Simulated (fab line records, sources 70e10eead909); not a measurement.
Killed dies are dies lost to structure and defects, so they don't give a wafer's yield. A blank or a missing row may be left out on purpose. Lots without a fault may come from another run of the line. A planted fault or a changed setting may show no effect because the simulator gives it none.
Which tool did it? | flow nand_harc | 7 lots, 21 wafers sampled, at 2 steps of a route of 1302

WHAT THE GAUGES READ, wafer by wafer
NHARC_A_ONON_D1_THK_MEAS_30: measures by ellipsometry.
lot  | measured     | on            | thk_nm (nm)
L819 | day 8 10:43  | film_metro-02 | 1007 1005 1007
L821 | day 9 19:11  | film_metro-01 | 998 998 1000
L831 | day 13 18:40 | film_metro-01 | 1573 1576 1574
L832 | day 14 13:01 | film_metro-02 | 1578 1580 1579
L836 | day 16 02:16 | film_metro-01 | 997 995 995
L838 | day 16 18:34 | film_metro-01 | 1009 1010 1009
L841 | day 18 04:09 | film_metro-01 | 990 992 991

WHICH TOOL RAN EACH LOT (tool, then ch and the chambers of the sampled wafers, then the start)
lot  | NHARC_A_ONON_D1_DEP_28
L819 | pecvd_onon-01 ch 0, day 8 10:12
L821 | pecvd_onon-03 ch 0, day 9 18:40
L831 | pecvd_onon-01 ch 0, day 13 18:13
L832 | pecvd_onon-01 ch 0, day 14 12:34
L836 | pecvd_onon-03 ch 0, day 16 01:49
L838 | pecvd_onon-04 ch 0, day 16 18:08
L841 | pecvd_onon-01 ch 0, day 18 03:46
- NHARC_A_ONON_D1_DEP_28: target thk 1000 nm.

THE ANSWER, worked out from the rows above alone
Rule: what is usual is taken from the lots themselves. Put in order of their means at a reading, lots are off if they are a third of the lots or fewer, leave a main group of 4 or more, and stand apart from it by a gap of 3 or more times the standard deviation of the main group's means; of several such gaps the widest counts. A main group whose means are all the same, to the digits that the tables above print for the reading, isn't used. A lot without any number at a reading at which 4 lots or more have one is off too. The other lots that the step has rows for count as sound.
Off: L831, L832, at NHARC_A_ONON_D1_THK_MEAS_30 (thk_nm). The main group: mean 1000 nm, standard deviation 6.8.
A tool fits if, at a process step before that reading, it ran every lot that is off, and no sound lot after the first of them. The gauges at NHARC_A_ONON_D1_THK_MEAS_30 are tried like those tools. None of those tried fits.

WHAT THE SIMULATOR HAD PUT IN
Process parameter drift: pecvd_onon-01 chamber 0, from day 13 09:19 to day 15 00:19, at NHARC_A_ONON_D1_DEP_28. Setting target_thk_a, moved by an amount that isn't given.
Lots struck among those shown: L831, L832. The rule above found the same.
